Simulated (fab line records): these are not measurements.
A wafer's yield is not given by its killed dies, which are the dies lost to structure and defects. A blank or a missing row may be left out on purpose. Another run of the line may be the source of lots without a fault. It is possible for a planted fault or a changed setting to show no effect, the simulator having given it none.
The tool behind it: which one? | flow n5Finfet | 72 wafers from 24 lots sampled at 5 of the route's 1938 steps

WHAT EACH GAUGE READ, for each wafer
N5_BEOL_M6_CD_MEAS_11 targets a cd of 38.5 nm. Usual: cdNm 38.8 nm, standard deviation 0.57.
lot  | measured     | on       | cdNm (nm)      | flag
L074 | day 8 08:50  | cdSem-03 | 38.9 39.7 38.9 | 
L077 | day 9 05:37  | cdSem-01 | 38.6 39.7 38.8 | 
L076 | day 9 07:17  | cdSem-03 | 38.6 38.6 38.8 | 
L075 | day 9 17:24  | cdSem-03 | 38.2 38.0 38.5 | 
L078 | day 9 23:58  | cdSem-03 | 38.6 38.7 37.9 | 
L080 | day 10 23:16 | cdSem-01 | 38.6 39.1 38.4 | 
L079 | day 10 23:06 | cdSem-02 | 38.2 37.5 38.6 | 
L082 | day 11 00:22 | cdSem-02 | 37.7 38.4 38.9 | 
L081 | day 11 04:14 | cdSem-02 | 38.6 38.6 38.5 | 
L083 | day 11 08:08 | cdSem-01 | 39.0 39.1 38.4 | 
L084 | day 12 05:53 | cdSem-03 | 38.7 38.2 39.1 | 
L085 | day 12 04:32 | cdSem-01 | 38.6 39.2 39.4 | 
L087 | day 12 10:10 | cdSem-03 | 37.8 38.9 38.7 | 
L088 | day 12 10:28 | cdSem-01 | 38.5 38.7 39.3 | 
L089 | day 12 15:04 | cdSem-01 | 39.7 39.7 38.9 | 
L086 | day 12 15:14 | cdSem-01 | 38.8 39.4 38.7 | 
L090 | day 12 23:32 | cdSem-01 | 38.2 38.8 38.7 | 
L091 | day 13 09:38 | cdSem-02 | 38.2 38.5 38.2 | 
L092 | day 13 18:01 | cdSem-03 | 39.4 39.5 39.1 | 
L093 | day 13 22:49 | cdSem-03 | 40.2 39.4 38.7 | 
L095 | day 14 22:05 | cdSem-01 | 38.8 38.2 37.6 | 
L094 | day 15 03:10 | cdSem-03 | 38.6 38.4 38.6 | 
L096 | day 15 03:20 | cdSem-03 | 39.6 39.6 39.5 | 
L097 | day 16 02:46 | cdSem-03 | 39.8 39.2 38.0 | 

N5_BEOL_M7_CD_MEAS_11 targets a cd of 38.5 nm. Usual: cdNm 38.5 nm, standard deviation 0.54.
lot  | measured     | on       | cdNm (nm)      | flag
L074 | day 8 17:59  | cdSem-01 | 38.3 37.9 38.0 | 
L077 | day 9 14:17  | cdSem-03 | 38.5 37.7 38.0 | 
L076 | day 9 17:10  | cdSem-03 | 38.4 38.6 38.4 | 
L075 | day 10 03:38 | cdSem-03 | 37.7 38.3 37.6 | 
L078 | day 10 07:35 | cdSem-02 | 38.9 38.8 39.5 | 
L080 | day 11 08:21 | cdSem-01 | 38.9 39.6 39.4 | 
L079 | day 11 08:31 | cdSem-02 | 38.4 37.8 38.2 | 
L082 | day 11 08:41 | cdSem-02 | 38.7 38.9 38.7 | 
L081 | day 11 14:45 | cdSem-01 | 38.7 38.9 38.7 | 
L083 | day 11 14:50 | cdSem-02 | 38.1 38.2 38.5 | 
L084 | day 12 15:25 | cdSem-01 | 37.7 38.0 38.0 | 
L085 | day 12 12:27 | cdSem-01 | 39.1 38.9 38.5 | 
L087 | day 12 20:07 | cdSem-01 | 38.3 38.1 38.2 | 
L088 | day 12 20:21 | cdSem-02 | 38.0 37.8 38.3 | 
L089 | day 12 23:47 | cdSem-03 | 38.4 39.0 38.9 | 
L086 | day 12 23:34 | cdSem-03 | 37.9 37.9 37.9 | 
L090 | day 13 10:01 | cdSem-03 | 38.6 38.0 38.5 | 
L091 | day 13 17:41 | cdSem-01 | 38.2 38.2 38.5 | 
L092 | day 14 04:32 | cdSem-01 | 37.8 37.5 38.0 | 
L093 | day 14 08:11 | cdSem-02 | 39.1 39.3 38.9 | 
L095 | day 15 07:51 | cdSem-03 | 38.3 38.6 38.6 | 
L094 | day 15 09:10 | cdSem-03 | 39.0 38.5 38.5 | 
L096 | day 15 11:40 | cdSem-02 | 38.7 38.8 38.8 | 
L097 | day 16 08:17 | cdSem-03 | 39.0 39.9 39.7 | 

WHICH TOOL RAN EACH LOT (tool, then ch and the chambers of the sampled wafers, then the start)
lot  | N5_BEOL_M5_CURE_80           | N5_BEOL_M5_ANNEAL_82        | N5_BEOL_M6_PRE_CLEAN_45
L074 | uvCure-03 ch 1, day 7 23:50  | pvdSputter-03, day 8 02:10  | pvdSputter-03, day 8 13:35
L077 | uvCure-03 ch 1, day 8 16:43  | pvdSputter-03, day 8 19:23  | pvdSputter-01, day 9 10:47
L076 | uvCure-03 ch 0, day 8 23:20  | pvdSputter-01, day 9 01:49  | pvdSputter-03, day 9 11:20
L075 | uvCure-01 ch 1, day 8 23:51  | pvdSputter-02, day 9 09:55  | pvdSputter-02, day 9 21:00
L078 | uvCure-01 ch 2, day 9 10:58  | pvdSputter-01, day 9 15:03  | pvdSputter-01, day 10 04:07
L080 | uvCure-03 ch 2, day 10 11:18 | pvdSputter-02, day 10 15:12 | pvdSputter-03, day 11 04:13
L079 | uvCure-01 ch 0, day 10 11:23 | pvdSputter-03, day 10 15:09 | pvdSputter-03, day 11 04:28
L082 | uvCure-03 ch 2, day 10 14:22 | pvdSputter-01, day 10 18:25 | pvdSputter-01, day 11 04:28
L081 | uvCure-03 ch 2, day 10 18:29 | pvdSputter-03, day 10 20:46 | pvdSputter-01, day 11 08:35
L083 | uvCure-03 ch 2, day 10 22:48 | pvdSputter-02, day 11 01:29 | pvdSputter-03, day 11 11:16
L084 | uvCure-02 ch 2, day 11 18:26 | pvdSputter-03, day 11 20:48 | pvdSputter-01, day 12 11:19
L085 | uvCure-01 ch 0, day 11 18:40 | pvdSputter-02, day 11 21:04 | pvdSputter-01, day 12 09:22
L087 | uvCure-02 ch 1, day 11 23:57 | pvdSputter-01, day 12 02:15 | pvdSputter-01, day 12 14:22
L088 | uvCure-03 ch 1, day 12 00:15 | pvdSputter-03, day 12 02:45 | pvdSputter-02, day 12 16:02
L089 | uvCure-01 ch 1, day 12 05:47 | pvdSputter-03, day 12 08:03 | pvdSputter-02, day 12 17:25
L086 | uvCure-02 ch 2, day 12 05:49 | pvdSputter-02, day 12 08:05 | pvdSputter-01, day 12 19:24
L090 | uvCure-03 ch 0, day 12 11:57 | pvdSputter-01, day 12 16:01 | pvdSputter-01, day 13 06:11
L091 | uvCure-03 ch 0, day 12 23:23 | pvdSputter-02, day 13 01:38 | pvdSputter-02, day 13 13:43
L092 | uvCure-03 ch 2, day 13 07:37 | pvdSputter-01, day 13 11:01 | pvdSputter-02, day 13 21:10
L093 | uvCure-01 ch 0, day 13 14:47 | pvdSputter-01, day 13 17:16 | pvdSputter-03, day 14 04:28
L095 | uvCure-02 ch 0, day 14 12:20 | pvdSputter-01, day 14 14:36 | pvdSputter-03, day 15 03:43
L094 | uvCure-02 ch 1, day 14 15:47 | pvdSputter-03, day 14 18:37 | pvdSputter-02, day 15 05:40
L096 | uvCure-02 ch 2, day 14 17:32 | pvdSputter-01, day 14 19:56 | pvdSputter-02, day 15 06:52
L097 | uvCure-02 ch 0, day 15 17:48 | pvdSputter-03, day 15 20:04 | pvdSputter-02, day 16 05:22
- N5_BEOL_M5_CURE_80: cures SiCOH lowk, time 120 s.
- N5_BEOL_M5_ANNEAL_82: time 1800 s.
- N5_BEOL_M6_PRE_CLEAN_45: time 30 s.

WHAT THE TOOLS THEMSELVES READ (means of the sampled wafers that have a number; where no wafer has one, the mark that the record gives instead)
N5_BEOL_M5_CURE_80. Usual: lampPowerPct 52.31 %, standard deviation 0.057; wafer_temp_C_max 371.5, standard deviation 0.49.
lot  | tool      | lampPowerPct (%) | wafer_temp_C_max | flag
L074 | uvCure-03 | 52.36            | 371.9            | 
L077 | uvCure-03 | 52.31            | 371.7            | 
L076 | uvCure-03 | 52.32            | 371.8            | 
L075 | uvCure-01 | 52.26            | 371.1            | 
L078 | uvCure-01 | 52.33            | 372.2            | 
L080 | uvCure-03 | 52.35            | 370.9            | 
L079 | uvCure-01 | 52.35            | 371.4            | 
L082 | uvCure-03 | 52.27            | 371.1            | 
L081 | uvCure-03 | 52.24            | 370.9            | 
L083 | uvCure-03 | 52.30            | 370.8            | 
L084 | uvCure-02 | 52.34            | 371.0            | 
L085 | uvCure-01 | 52.37            | 371.8            | 
L087 | uvCure-02 | 52.27            | 371.6            | 
L088 | uvCure-03 | 52.32            | 372.1            | 
L089 | uvCure-01 | 52.30            | 371.1            | 
L086 | uvCure-02 | 52.35            | 371.1            | 
L090 | uvCure-03 | 52.28            | 372.0            | 
L091 | uvCure-03 | 52.26            | 372.0            | 
L092 | uvCure-03 | 52.30            | 371.4            | 
L093 | uvCure-01 | 52.36            | 371.7            | 
L095 | uvCure-02 | 52.32            | 371.9            | 
L094 | uvCure-02 | 52.32            | 371.0            | 
L096 | uvCure-02 | 52.28            | 371.1            | 
L097 | uvCure-02 | 52.28            | 372.2            | 

N5_BEOL_M5_ANNEAL_82. Usual: heaterPowerW 824 W, standard deviation 86.
lot  | tool          | heaterPowerW (W) | flag
L074 | pvdSputter-03 | 771              | 
L077 | pvdSputter-03 | 800              | 
L076 | pvdSputter-01 | 842              | 
L075 | pvdSputter-02 | 802              | 
L078 | pvdSputter-01 | 891              | 
L080 | pvdSputter-02 | 905              | 
L079 | pvdSputter-03 | 764              | 
L082 | pvdSputter-01 | 859              | 
L081 | pvdSputter-03 | 762              | 
L083 | pvdSputter-02 | 928              | 
L084 | pvdSputter-03 | 768              | 
L085 | pvdSputter-02 | 838              | 
L087 | pvdSputter-01 | 894              | 
L088 | pvdSputter-03 | 769              | 
L089 | pvdSputter-03 | 782              | 
L086 | pvdSputter-02 | 904              | 
L090 | pvdSputter-01 | 845              | 
L091 | pvdSputter-02 | 833              | 
L092 | pvdSputter-01 | 905              | 
L093 | pvdSputter-01 | 885              | 
L095 | pvdSputter-01 | 938              | 
L094 | pvdSputter-03 | 740              | 
L096 | pvdSputter-01 | 904              | 
L097 | pvdSputter-03 | 781              | 

N5_BEOL_M6_PRE_CLEAN_45. Usual: heaterPowerW 327 W, standard deviation 32.
lot  | tool          | heaterPowerW (W) | flag
L074 | pvdSputter-03 | 306              | 
L077 | pvdSputter-01 | 339              | 
L076 | pvdSputter-03 | 319              | 
L075 | pvdSputter-02 | 312              | 
L078 | pvdSputter-01 | 339              | 
L080 | pvdSputter-03 | 304              | 
L079 | pvdSputter-03 | 301              | 
L082 | pvdSputter-01 | 347              | 
L081 | pvdSputter-01 | 323              | 
L083 | pvdSputter-03 | 307              | 
L084 | pvdSputter-01 | 357              | 
L085 | pvdSputter-01 | 321              | 
L087 | pvdSputter-01 | 380              | 
L088 | pvdSputter-02 | 307              | 
L089 | pvdSputter-02 | 339              | 
L086 | pvdSputter-01 | 342              | 
L090 | pvdSputter-01 | 356              | 
L091 | pvdSputter-02 | 334              | 
L092 | pvdSputter-02 | 343              | 
L093 | pvdSputter-03 | 301              | 
L095 | pvdSputter-03 | 294              | 
L094 | pvdSputter-02 | 316              | 
L096 | pvdSputter-02 | 353              | 
L097 | pvdSputter-02 | 327              | 

THE ANSWER, worked out from the rows above alone
Rule: a lot is off if the mean of its wafers that have a number lies more than 3 standard deviations from the usual mean. Also off: a lot with no number at a reading for which 4 or more lots have one. The other lots that the step has rows for count as sound. After the gauges, taken in route order, come the tools' own readings; for these a lot's mean is taken, as printed above. At the first step where some lot is off, the reading lying furthest off is the one used; lots without a number count as furthest.
Nothing can be told from this: no lot is off at any reading shown.

WHAT THE SIMULATOR HAD INSERTED
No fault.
